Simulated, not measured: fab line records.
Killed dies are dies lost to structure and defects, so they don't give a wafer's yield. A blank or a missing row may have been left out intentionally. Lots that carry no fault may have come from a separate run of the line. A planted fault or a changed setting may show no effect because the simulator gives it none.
Shared-tool check :: flow nandHarc :: Lots sampled 13, wafers sampled 39

== REASON IT WAS OPENED ==
Flagged at NHARC_A_DECK1_JOINT_INSPECT_05: reading rawDefectCount, on 2 of 13 lots. No-fault wafers: 354, standard deviation 150.
Rule: flag the lot when none of its wafers has a number, or when each of its wafers that has one lies beyond 4 standard deviations from that mean. All remaining lots are regarded as sound.

lot: L891
measured: day 12 20:10
on: defectInspect-01
rawDefectCount, wafer by wafer: 917 277 338
flag: 

lot: L892
measured: day 13 09:19
on: defectInspect-02
rawDefectCount, wafer by wafer: 309 337 408
flag: 

lot: L894
measured: day 14 10:08
on: defectInspect-02
rawDefectCount, wafer by wafer: 427 236 221
flag: 

lot: L895
measured: day 15 00:47
on: defectInspect-02
rawDefectCount, wafer by wafer: 291 131 166
flag: 

lot: L896
measured: day 15 14:49
on: defectInspect-01
rawDefectCount, wafer by wafer: 188 208 146
flag: 

lot: L897
measured: day 15 14:50
on: defectInspect-02
rawDefectCount, wafer by wafer: 674 487 546
flag: 

lot: L898
measured: day 15 21:20
on: defectInspect-01
rawDefectCount, wafer by wafer: 569 499 634
flag: 

lot: L899
measured: day 16 19:04
on: defectInspect-02
rawDefectCount, wafer by wafer: 360 298 409
flag: 

lot: L900
measured: day 16 19:13
on: defectInspect-02
rawDefectCount, wafer by wafer: 281 378 301
flag: 

lot: L903
measured: day 18 11:20
on: defectInspect-01
rawDefectCount, wafer by wafer: 544 609 565
flag: 

lot: L904
measured: day 18 16:50
on: defectInspect-02
rawDefectCount, wafer by wafer: 207 428 365
flag: 

lot: L906
measured: day 19 01:43
on: defectInspect-01
rawDefectCount, wafer by wafer: 1574 1826 1765
flag: FLAGGED

lot: L908
measured: day 20 07:05
on: defectInspect-02
rawDefectCount, wafer by wafer: 1606 1493 1602
flag: FLAGGED
On average the flagged lots' numbers are 1644, which is +1290 against the usual, or +9 standard deviations.

== EACH LOT AND THE TOOL IT RAN ON ==
Before the reading, the record contains 3 process steps out of a 1302-step route. Cell contents, in order: the tool; ch with the chambers the sampled wafers went through; the start.
lot: L891
flag: 
NHARC_A_CHANNEL_FILL_D1_ETCHBACK_20: rieDiel-03 ch 2,3, day 10 06:54
NHARC_A_CHANNEL_FILL_D1_CMP_10: cmp-02 ch 1,3, day 11 06:12
NHARC_A_DECK1_JOINT_CMP_02: cmp-04 ch 2,3, day 12 19:28

lot: L892
flag: 
NHARC_A_CHANNEL_FILL_D1_ETCHBACK_20: rieDiel-03 ch 0,1,3, day 10 21:18
NHARC_A_CHANNEL_FILL_D1_CMP_10: cmp-02 ch 0,2,3, day 11 20:38
NHARC_A_DECK1_JOINT_CMP_02: cmp-04 ch 1,2,3, day 13 08:40

lot: L894
flag: 
NHARC_A_CHANNEL_FILL_D1_ETCHBACK_20: rieDiel-03 ch 1,2,3, day 12 02:07
NHARC_A_CHANNEL_FILL_D1_CMP_10: cmp-03 ch 0,2, day 13 02:14
NHARC_A_DECK1_JOINT_CMP_02: cmp-03 ch 0,2,3, day 14 09:27

lot: L895
flag: 
NHARC_A_CHANNEL_FILL_D1_ETCHBACK_20: rieDiel-11 ch 0,3, day 12 10:54
NHARC_A_CHANNEL_FILL_D1_CMP_10: cmp-01 ch 0,2,3, day 13 10:46
NHARC_A_DECK1_JOINT_CMP_02: cmp-04 ch 0,1,2, day 15 00:01

lot: L896
flag: 
NHARC_A_CHANNEL_FILL_D1_ETCHBACK_20: rieDiel-03 ch 0,3, day 13 05:42
NHARC_A_CHANNEL_FILL_D1_CMP_10: cmp-02 ch 1,2, day 14 05:14
NHARC_A_DECK1_JOINT_CMP_02: cmp-03 ch 0,3, day 15 14:07

lot: L897
flag: 
NHARC_A_CHANNEL_FILL_D1_ETCHBACK_20: rieDiel-11 ch 2,3, day 13 05:42
NHARC_A_CHANNEL_FILL_D1_CMP_10: cmp-03 ch 0,1, day 14 05:14
NHARC_A_DECK1_JOINT_CMP_02: cmp-01 ch 0,1, day 15 14:08

lot: L898
flag: 
NHARC_A_CHANNEL_FILL_D1_ETCHBACK_20: rieDiel-03 ch 1,2,3, day 13 09:14
NHARC_A_CHANNEL_FILL_D1_CMP_10: cmp-01 ch 0,1,3, day 14 10:02
NHARC_A_DECK1_JOINT_CMP_02: cmp-03 ch 1,2,3, day 15 20:38

lot: L899
flag: 
NHARC_A_CHANNEL_FILL_D1_ETCHBACK_20: rieDiel-07 ch 0,2,3, day 14 08:06
NHARC_A_CHANNEL_FILL_D1_CMP_10: cmp-03 ch 0,1,2, day 15 09:28
NHARC_A_DECK1_JOINT_CMP_02: cmp-01 ch 1,2, day 16 18:23

lot: L900
flag: 
NHARC_A_CHANNEL_FILL_D1_ETCHBACK_20: rieDiel-03 ch 0,1,3, day 14 08:05
NHARC_A_CHANNEL_FILL_D1_CMP_10: cmp-01 ch 2,3, day 15 09:30
NHARC_A_DECK1_JOINT_CMP_02: cmp-03 ch 0,1, day 16 18:23

lot: L903
flag: 
NHARC_A_CHANNEL_FILL_D1_ETCHBACK_20: rieDiel-03 ch 1,2, day 16 00:28
NHARC_A_CHANNEL_FILL_D1_CMP_10: cmp-01 ch 0,1,3, day 16 20:37
NHARC_A_DECK1_JOINT_CMP_02: cmp-04 ch 0,1, day 18 10:11

lot: L904
flag: 
NHARC_A_CHANNEL_FILL_D1_ETCHBACK_20: rieDiel-03 ch 0,2,3, day 15 20:28
NHARC_A_CHANNEL_FILL_D1_CMP_10: cmp-02 ch 0,1,3, day 17 01:47
NHARC_A_DECK1_JOINT_CMP_02: cmp-03 ch 1,2,3, day 18 16:11

lot: L906
flag: FLAGGED
NHARC_A_CHANNEL_FILL_D1_ETCHBACK_20: rieDiel-11 ch 0,2, day 16 18:31
NHARC_A_CHANNEL_FILL_D1_CMP_10: cmp-03 ch 0,1,2, day 17 17:36
NHARC_A_DECK1_JOINT_CMP_02: cmp-03 ch 0,1, day 19 01:01

lot: L908
flag: FLAGGED
NHARC_A_CHANNEL_FILL_D1_ETCHBACK_20: rieDiel-11 ch 0,2,3, day 17 14:22
NHARC_A_CHANNEL_FILL_D1_CMP_10: cmp-01 ch 0,1,3, day 18 13:47
NHARC_A_DECK1_JOINT_CMP_02: cmp-03 ch 0,1,3, day 20 06:23
What the steps here do:
- NHARC_A_CHANNEL_FILL_D1_ETCHBACK_20: etches the open film in C4F8/O2/Ar, target depth 27 nm, time 13.5 s.
- NHARC_A_CHANNEL_FILL_D1_CMP_10: polishes, target thk 150 nm.
- NHARC_A_DECK1_JOINT_CMP_02: polishes SiOx.
- NHARC_A_DECK1_JOINT_INSPECT_05

== FLAGGED OVER TOTAL, TOOL BY TOOL (the gauges that took the reading come last) ==
step: NHARC_A_CHANNEL_FILL_D1_ETCHBACK_20
tool: rieDiel-03
lots run: 8
flagged: 0
share of the flagged lots: none
sound lots run after its first flagged lot: -

step: NHARC_A_CHANNEL_FILL_D1_ETCHBACK_20
tool: rieDiel-07
lots run: 1
flagged: 0
share of the flagged lots: none
sound lots run after its first flagged lot: -

step: NHARC_A_CHANNEL_FILL_D1_ETCHBACK_20
tool: rieDiel-11
lots run: 4
flagged: 2
share of the flagged lots: all
sound lots run after its first flagged lot: 0

step: NHARC_A_CHANNEL_FILL_D1_CMP_10
tool: cmp-01
lots run: 5
flagged: 1
share of the flagged lots: some
sound lots run after its first flagged lot: 0

step: NHARC_A_CHANNEL_FILL_D1_CMP_10
tool: cmp-02
lots run: 4
flagged: 0
share of the flagged lots: none
sound lots run after its first flagged lot: -

step: NHARC_A_CHANNEL_FILL_D1_CMP_10
tool: cmp-03
lots run: 4
flagged: 1
share of the flagged lots: some
sound lots run after its first flagged lot: 0

step: NHARC_A_DECK1_JOINT_CMP_02
tool: cmp-01
lots run: 2
flagged: 0
share of the flagged lots: none
sound lots run after its first flagged lot: -

step: NHARC_A_DECK1_JOINT_CMP_02
tool: cmp-03
lots run: 7
flagged: 2
share of the flagged lots: all
sound lots run after its first flagged lot: 0

step: NHARC_A_DECK1_JOINT_CMP_02
tool: cmp-04
lots run: 4
flagged: 0
share of the flagged lots: none
sound lots run after its first flagged lot: -

step: NHARC_A_DECK1_JOINT_INSPECT_05
tool: defectInspect-01
lots run: 5
flagged: 1
share of the flagged lots: some
sound lots run after its first flagged lot: 0

step: NHARC_A_DECK1_JOINT_INSPECT_05
tool: defectInspect-02
lots run: 8
flagged: 1
share of the flagged lots: some
sound lots run after its first flagged lot: 0

== WHAT THE TABLE PERMITS ==
2 rows of the table ran every flagged lot: rieDiel-11 at NHARC_A_CHANNEL_FILL_D1_ETCHBACK_20, cmp-03 at NHARC_A_DECK1_JOINT_CMP_02.
- rieDiel-11 at NHARC_A_CHANNEL_FILL_D1_ETCHBACK_20 ran 4 lots, 2 of them flagged. It ran its last sound lot, L897, at day 13 05:42 and its first flagged lot, L906, at day 16 18:31: a fault with its onset between the two fits.
- cmp-03 at NHARC_A_DECK1_JOINT_CMP_02 ran 7 lots, 2 of them flagged. It ran its last sound lot, L904, at day 18 16:11 and its first flagged lot, L906, at day 19 01:01: a fault with its onset between the two fits.
These 2 tools cannot be told apart by counting lots, since each of them fits a fault that started at some hour. More lots, or a look at what each step does to the wafer, might.

== WHAT WAS PUT IN BY THE SIMULATOR ==
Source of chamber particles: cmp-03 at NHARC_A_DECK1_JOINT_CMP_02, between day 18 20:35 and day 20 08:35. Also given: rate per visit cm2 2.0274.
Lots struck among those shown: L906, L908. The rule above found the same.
